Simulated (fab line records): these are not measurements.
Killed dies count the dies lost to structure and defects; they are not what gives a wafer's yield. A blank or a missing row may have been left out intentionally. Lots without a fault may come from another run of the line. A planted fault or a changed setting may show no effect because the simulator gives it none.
Code-filled problem report in 8D (eight disciplines) form	flow n5Finfet	the parts of the form that need people (team, actions taken, sign-off) are left out

## 1. THE PROBLEM
Mean of trenchDepthNm at N5_BEOL_M10_OCD_MEAS_38: 132.1 nm across 2 wafers in 2 lots; on wafers with no fault it is 149.8 nm (standard deviation 2.7). Relative to the usual mean, that is a shift of -6.6 standard deviations.
The first sign was on wafer L439.2 at day 12 18:31, on ocd-01. Wafers with a number at this step in the record: 27, from 9 lots. Rule for "out", or "out of limits": more than 4 standard deviations from the usual mean. All remaining wafers that have a number are taken as sound.

## 2. WHAT IT IS; WHAT IT IS NOT
question	is	is not
which readings at this step	trenchDepthNm	-
which lots	L439, L440	L430, L438, L444, L446, L447, L450, L452
which wafers of those lots	L439.2, L440.4	L439.5, L439.6, L440.2, L440.3
read on which gauges	ocd-01	ocd-02
when	from day 12 18:31	up to then (8 sound wafers); but 17 sound wafers of L440, L444, L446, L447, L450, L452 came after

## 3. SUSPECTS, AND WHAT RULES EACH OUT
Counting: any tool at a process step up to the reading remains a suspect provided it ran every lot that is out. Sound lots after the first of them don't rule it out here, since some wafers of a struck lot are sound.
- the gauge at N5_BEOL_M10_OCD_MEAS_38: ruled out. All the wafers that are out were read on ocd-01, but those of them that N5_BEOL_M10_TRENCH_ETCH_37 has rows for are out there too, on other tools.
- rieDiel-05 at N5_BEOL_M10_TRENCH_ETCH_37 (etches SiCOH lowk in C4F6/O2, target depth 148.83 nm, time 48 s): kept. Ran every lot that is out, first one L439 (day 12 18:19); last sound lot up to then L438 (day 12 10:04). Its own readings are out on those wafers: rfFwdPowerW, rfVppV.
- In rieDiel-05 at N5_BEOL_M10_TRENCH_ETCH_37, the wafers that are out were processed in chamber 0 and their sound lot-mates in chambers 1, 2, 3.
After counting, what remains is rieDiel-05 at N5_BEOL_M10_TRENCH_ETCH_37.

## 4. THE CAUSE (what the simulator had put in)
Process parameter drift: rieDiel-05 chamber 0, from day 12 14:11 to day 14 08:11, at N5_BEOL_M10_TRENCH_ETCH_37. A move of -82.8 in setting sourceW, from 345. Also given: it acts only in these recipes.
This tool alone remained once counting was done.

## 5. SEQUENCE OF EFFECTS, ordered by route
Each row: a reading whose mean over the struck wafers that have a number lies more than 3 standard deviations from the usual. Scope: only readings with a usual standard deviation given in the record; hours: median across lots of the time from each lot's start at the first step in this table that gives one to its start at this step; sigmas: change in usual standard deviations.
hours	step	reading	usual	on struck wafers	change	sigmas
0	N5_BEOL_M10_TRENCH_ETCH_37	oes_f_703_au	0.79 a.u.	0.51	-0.28	-3.3
0	N5_BEOL_M10_TRENCH_ETCH_37	oes_o_777_au	0.79 a.u.	0.54	-0.26	-3.0
0	N5_BEOL_M10_TRENCH_ETCH_37	rfFwdPowerW	341.2 W	257.4	-83.8	-49
0	N5_BEOL_M10_TRENCH_ETCH_37	rfVppV	664 V	775	+111	+7.9
0	N5_BEOL_M10_OCD_MEAS_38	trenchDepthNm	149.8 nm	132.1	-17.8	-6.6
2	N5_BEOL_M10_THK_MEAS_53	M10_THK	142.8 nm	124.8	-18.0	-6.4
2	N5_BEOL_M10_RS_MEAS_57	M10_RS	0.150 ohm/sq	0.174	+0.024	+7.1
Here are the process steps it includes:
- N5_BEOL_M10_TRENCH_ETCH_37: etches SiCOH lowk in C4F6/O2, target depth 148.83 nm, time 48 s.

## 6. HOW IT WOULD HAVE BEEN CAUGHT EARLIER
4 hours passed between the start of the fault at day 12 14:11 and the first reading out of limits at a measuring or inspecting step in this record, taken at day 12 18:31.
Tool's own readings at N5_BEOL_M10_TRENCH_ETCH_37, rfFwdPowerW, rfVppV: out on all struck wafers the step has rows for; an alarm limit on them would have tripped on the first.
Among the 2 lots that are out, L440 began N5_BEOL_M10_TRENCH_ETCH_37 on rieDiel-05 after day 12 18:31. It would have been spared by a hold on the tool at that moment.
